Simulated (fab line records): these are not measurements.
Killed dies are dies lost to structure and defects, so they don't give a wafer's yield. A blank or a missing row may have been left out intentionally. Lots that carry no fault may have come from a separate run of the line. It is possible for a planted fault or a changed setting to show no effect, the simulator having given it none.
Matching of chambers | flow n5Finfet | 4 sister chambers for N5_FIN_SAQP_HM_OPEN_73 on rieDiel-02
The step chemistry CHF3/O2, target SiO2, stops on a-Si, target depth 12 nm, time 16.8 s. 8 wafers are shown with their chamber, then 7 later ones without.

## EACH WAFER AND ITS CHAMBER
wafer  | chamber | drypumpMotorCurrentA (A) | rfVppV (V)
L075.1 | 1       | 5.2                      | 523
L077.6 | 2       | 6.2                      | 509
L088.4 | 2       | 6.2                      | 508
L090.1 | 1       | 5.2                      | 524
L090.3 | 0       | 5.8                      | 541
L090.5 | 0       | 5.8                      | 540
L094.3 | 3       | 5.7                      | 545
L094.5 | 3       | 5.6                      | 542

## WAFERS MISSING THEIR CHAMBER
wafer  | drypumpMotorCurrentA (A) | rfVppV (V)
L094.6 | 6.2                      | 508
L095.1 | 5.3                      | 522
L095.3 | 5.7                      | 544
L095.6 | 6.2                      | 508
L096.1 | 5.8                      | 540
L096.4 | 5.7                      | 544
L096.5 | 5.2                      | 525

## WHICH CHAMBER EACH WENT THROUGH
wafer  | from the rows above | in truth
L094.6 | 2                   | 2
L095.1 | 1                   | 1
L095.3 | 3                   | 3
L095.6 | 2                   | 2
L096.1 | 0                   | 0
L096.4 | 3                   | 3
L096.5 | 1                   | 1
Correctly placed: 7 of 7. Can't be placed from these rows: 0. 0 placed wrongly.
How it was worked out, from the rows above alone: a wafer's distance from a chamber is the root of the sum, over the readings, of the square of ((its reading less the chamber's mean) divided by the reading's scatter). If the next closest chamber is less than 2 further off than the closest, the wafer can't be placed; otherwise it belongs to the closest. A chamber's mean is the mean of its shown wafers. The scatter: the root of (the sum of the squares of (reading less its chamber's mean) over the shown wafers, divided by (wafers less chambers)).
